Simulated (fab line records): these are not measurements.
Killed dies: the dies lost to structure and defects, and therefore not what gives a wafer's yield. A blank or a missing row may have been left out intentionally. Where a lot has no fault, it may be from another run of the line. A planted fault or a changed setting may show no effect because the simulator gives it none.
Chamber matching || flow nandHarc || NHARC_A_STAIRCASE_DEP_301 on pecvd-02: 3 sister chambers
The step deposits SiON, target thk 30 nm. 20 wafers are shown with their chamber, then 10 later ones without.

WAFERS, EACH WITH ITS CHAMBER
{"wafer": "L076.2", "chamber": 0, "heaterPowerOuterW (W)": 524, "heaterPowerW (W)": 779}
{"wafer": "L076.4", "chamber": 0, "heaterPowerOuterW (W)": 535, "heaterPowerW (W)": 778}
{"wafer": "L076.6", "chamber": 2, "heaterPowerOuterW (W)": 478, "heaterPowerW (W)": 788}
{"wafer": "L077.1", "chamber": 1, "heaterPowerOuterW (W)": 413, "heaterPowerW (W)": 685}
{"wafer": "L077.5", "chamber": 0, "heaterPowerOuterW (W)": 559, "heaterPowerW (W)": 779}
{"wafer": "L077.6", "chamber": 1, "heaterPowerOuterW (W)": 418, "heaterPowerW (W)": 715}
{"wafer": "L082.1", "chamber": 1, "heaterPowerOuterW (W)": 404, "heaterPowerW (W)": 667}
{"wafer": "L082.2", "chamber": 0, "heaterPowerOuterW (W)": 455, "heaterPowerW (W)": 663}
{"wafer": "L082.3", "chamber": 2, "heaterPowerOuterW (W)": 349, "heaterPowerW (W)": 655}
{"wafer": "L081.1", "chamber": 2, "heaterPowerOuterW (W)": 449, "heaterPowerW (W)": 783}
{"wafer": "L081.3", "chamber": 0, "heaterPowerOuterW (W)": 491, "heaterPowerW (W)": 716}
{"wafer": "L081.4", "chamber": 1, "heaterPowerOuterW (W)": 500, "heaterPowerW (W)": 778}
{"wafer": "L085.1", "chamber": 2, "heaterPowerOuterW (W)": 387, "heaterPowerW (W)": 699}
{"wafer": "L085.4", "chamber": 0, "heaterPowerOuterW (W)": 516, "heaterPowerW (W)": 743}
{"wafer": "L085.6", "chamber": 1, "heaterPowerOuterW (W)": 481, "heaterPowerW (W)": 785}
{"wafer": "L086.1", "chamber": 1, "heaterPowerOuterW (W)": 405, "heaterPowerW (W)": 680}
{"wafer": "L086.4", "chamber": 2, "heaterPowerOuterW (W)": 465, "heaterPowerW (W)": 788}
{"wafer": "L086.5", "chamber": 1, "heaterPowerOuterW (W)": 405, "heaterPowerW (W)": 678}
{"wafer": "L090.1", "chamber": 2, "heaterPowerOuterW (W)": 442, "heaterPowerW (W)": 765}
{"wafer": "L090.5", "chamber": 0, "heaterPowerOuterW (W)": 508, "heaterPowerW (W)": 768}

SIGNATURES (means of the wafers above)
{"reading": "heaterPowerOuterW", "chamber 0": 512.57, "chamber 1": 432.29, "chamber 2": 428.33, "scatter within a chamber": 41.2}
{"reading": "heaterPowerW", "chamber 0": 746.57, "chamber 1": 712.57, "chamber 2": 746.33, "scatter within a chamber": 49.6}
Rule: distance of a wafer from a chamber = root of the sum over the readings of ((wafer's reading minus chamber's mean) / reading's scatter) squared. If the next closest chamber is less than 2 further off than the closest, the wafer can't be placed; otherwise it belongs to the closest. The scatter is the square root of a quotient: the sum, over the shown wafers, of each reading's squared deviation from its chamber's mean, divided by wafers minus chambers.

WAFERS WHOSE CHAMBER IS MISSING
{"wafer": "L090.6", "heaterPowerOuterW (W)": 455, "heaterPowerW (W)": 744}
{"wafer": "L091.1", "heaterPowerOuterW (W)": 498, "heaterPowerW (W)": 740}
{"wafer": "L091.3", "heaterPowerOuterW (W)": 447, "heaterPowerW (W)": 785}
{"wafer": "L091.4", "heaterPowerOuterW (W)": 513, "heaterPowerW (W)": 742}
{"wafer": "L092.1", "heaterPowerOuterW (W)": 410, "heaterPowerW (W)": 732}
{"wafer": "L092.2", "heaterPowerOuterW (W)": 456, "heaterPowerW (W)": 681}
{"wafer": "L092.4", "heaterPowerOuterW (W)": 412, "heaterPowerW (W)": 708}
{"wafer": "L093.2", "heaterPowerOuterW (W)": 441, "heaterPowerW (W)": 761}
{"wafer": "L093.3", "heaterPowerOuterW (W)": 446, "heaterPowerW (W)": 671}
{"wafer": "L093.4", "heaterPowerOuterW (W)": 443, "heaterPowerW (W)": 658}

EACH ONE'S CHAMBER
{"wafer": "L090.6", "from the rows above": "can't be placed: 2 or 1 or 0", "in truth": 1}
{"wafer": "L091.1", "from the rows above": "can't be placed: 0 or 1 or 2", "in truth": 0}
{"wafer": "L091.3", "from the rows above": "can't be placed: 2 or 1 or 0", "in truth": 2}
{"wafer": "L091.4", "from the rows above": "can't be placed: 0 or 1 or 2", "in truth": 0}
{"wafer": "L092.1", "from the rows above": "can't be placed: 2 or 1 or 0", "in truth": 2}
{"wafer": "L092.2", "from the rows above": "can't be placed: 1 or 2 or 0", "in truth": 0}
{"wafer": "L092.4", "from the rows above": "can't be placed: 1 or 2", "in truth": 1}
{"wafer": "L093.2", "from the rows above": "can't be placed: 2 or 1 or 0", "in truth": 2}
{"wafer": "L093.3", "from the rows above": "can't be placed: 1 or 2 or 0", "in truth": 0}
{"wafer": "L093.4", "from the rows above": "can't be placed: 1 or 2 or 0", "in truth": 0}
Placed correctly: 0 of 10. Can't be placed from these rows: 10 (the true chamber is among the candidates in 10). Number placed wrongly: 0.
